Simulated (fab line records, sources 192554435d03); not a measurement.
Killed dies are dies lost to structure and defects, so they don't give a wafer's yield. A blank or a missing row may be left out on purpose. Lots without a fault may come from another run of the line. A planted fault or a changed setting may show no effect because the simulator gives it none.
Split-lot experiment | flow n5_finfet | 7 lots, 21 wafers read, on a route of 1938 steps

THE SPLIT
At N5_FIN_CUT_COAT_02 (resist thk 30 nm), the setting spin_rpm was moved away from the recipe's 1500 rpm on 5 of the 21 wafers read, by -10.9% to +3.1%. The other wafers ran this setting at the recipe's value.

FROM THE SPLIT TO THE READING: what the file shows between them, 3 steps
- N5_FIN_CUT_EBR_04
- N5_FIN_CUT_SOFTBAKE_03: time 60 s
- N5_FIN_CUT_DESCUM_13: chemistry O2, time 7 s

THE READING
CAR-EUV_of_FIN_CUT_COAT_02.thk_nm (the simulator's own value, which no gauge read), in nm, at N5_FIN_CUT_ETCH_30 (etches underlayer in N2/H2, target depth 13 nm, time 10.4 s). The file gives no usual value for it. The 16 wafers here that ran the recipe average 14.5 nm, standard deviation 0.097 nm.

wafer  | tool, chamber at the split | spin_rpm as run, rpm | against the recipe | CAR-EUV_of_FIN_CUT_COAT_02.thk_nm, nm | against lot-mates on the recipe
L074.2 | litho_track-03, 0          | 1500                 | recipe             | 14.6                                  | -
L074.6 | litho_track-03, 0          | 1500                 | recipe             | 14.6                                  | -
L074.5 | litho_track-03, 0          | 1547                 | +3.1%              | 14.2                                  | -0.4
L079.1 | litho_track-02, 0          | 1336                 | -10.9%             | 16.4                                  | +1.8
L079.2 | litho_track-02, 0          | 1336                 | -10.9%             | 16.6                                  | +2.0
L079.6 | litho_track-02, 0          | 1500                 | recipe             | 14.6                                  | -
L080.1 | litho_track-03, 0          | 1500                 | recipe             | 14.4                                  | -
L080.4 | litho_track-03, 0          | 1393                 | -7.1%              | 15.6                                  | +1.2
L080.5 | litho_track-03, 0          | 1393                 | -7.1%              | 15.6                                  | +1.2
L084.1 | litho_track-04, 0          | 1500                 | recipe             | 14.6                                  | -
L084.3 | litho_track-04, 0          | 1500                 | recipe             | 14.4                                  | -
L084.6 | litho_track-04, 0          | 1500                 | recipe             | 14.4                                  | -
L087.4 | litho_track-03, 0          | 1500                 | recipe             | 14.6                                  | -
L087.6 | litho_track-03, 0          | 1500                 | recipe             | 14.6                                  | -
L087.5 | litho_track-03, 0          | 1500                 | recipe             | 14.4                                  | -
L088.2 | litho_track-03, 0          | 1500                 | recipe             | 14.6                                  | -
L088.4 | litho_track-03, 0          | 1500                 | recipe             | 14.6                                  | -
L088.5 | litho_track-03, 0          | 1500                 | recipe             | 14.6                                  | -
L091.1 | litho_track-02, 0          | 1500                 | recipe             | 14.4                                  | -
L091.4 | litho_track-02, 0          | 1500                 | recipe             | 14.4                                  | -
L091.2 | litho_track-02, 0          | 1500                 | recipe             | 14.6                                  | -

THE FIT
A straight line over all 21 wafers: CAR-EUV_of_FIN_CUT_COAT_02.thk_nm changes by -0.169 nm for each +1% of spin_rpm; r = -0.98; the points scatter about the line by 0.12 nm.
The same after taking each lot's own level away (the mean of its wafers on the recipe; 21 wafers): -0.17 nm for each +1%; r = -0.99; scatter 0.079 nm.
On that fit, the largest move of spin_rpm shifts the reading by 1.9 nm.
The lots' own levels span 14.40 to 14.60 nm, that is 2.1 times the standard deviation above.
So the lot-to-lot level changes the slope little: the two slopes agree.
Check: with one of the wafers moved furthest among these (-10.9%) left out of the fit, the line predicts +1.9 nm for it against its lot-mates. It came out at +1.8 nm against them.

OTHER SPLITS ON THESE WAFERS
These wafers also went through other splits before the reading. Each is held against what the fit with the lots' levels taken away leaves over:
other split on the same wafers            | wafers away from the commonest value | r with CAR-EUV_of_FIN_CUT_COAT_02.thk_nm (lot level and that fit taken away)
N5_PMOS_HMC_CHANNEL_EPI_PEB_07 peb_time_s | 5                                    | -0.18
N5_FIN_CUT_COAT_19 spin_rpm               | 8                                    | -0.05

THE WHOLE CHAIN: every reading that the file lists as answering this split, in the file's order
step               | what it does                                                | reading                                                                            | change (the file's fit)               | r (the file's)
N5_FIN_CUT_COAT_02 | resist thk 30 nm                                            | CAR-EUV_of_FIN_CUT_COAT_02.thk_nm (the simulator's own value, which no gauge read) | -0.156 nm for each +1% of the setting | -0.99
N5_FIN_CUT_ETCH_30 | etches underlayer in N2/H2, target depth 13 nm, time 10.4 s | CAR-EUV_of_FIN_CUT_COAT_02.thk_nm (the simulator's own value, which no gauge read) | -0.17 nm for each +1% of the setting  | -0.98

THE FILE'S OWN FIT
CAR-EUV_of_FIN_CUT_COAT_02.thk_nm changes by -0.17 nm for each +1% of spin_rpm, r = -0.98.
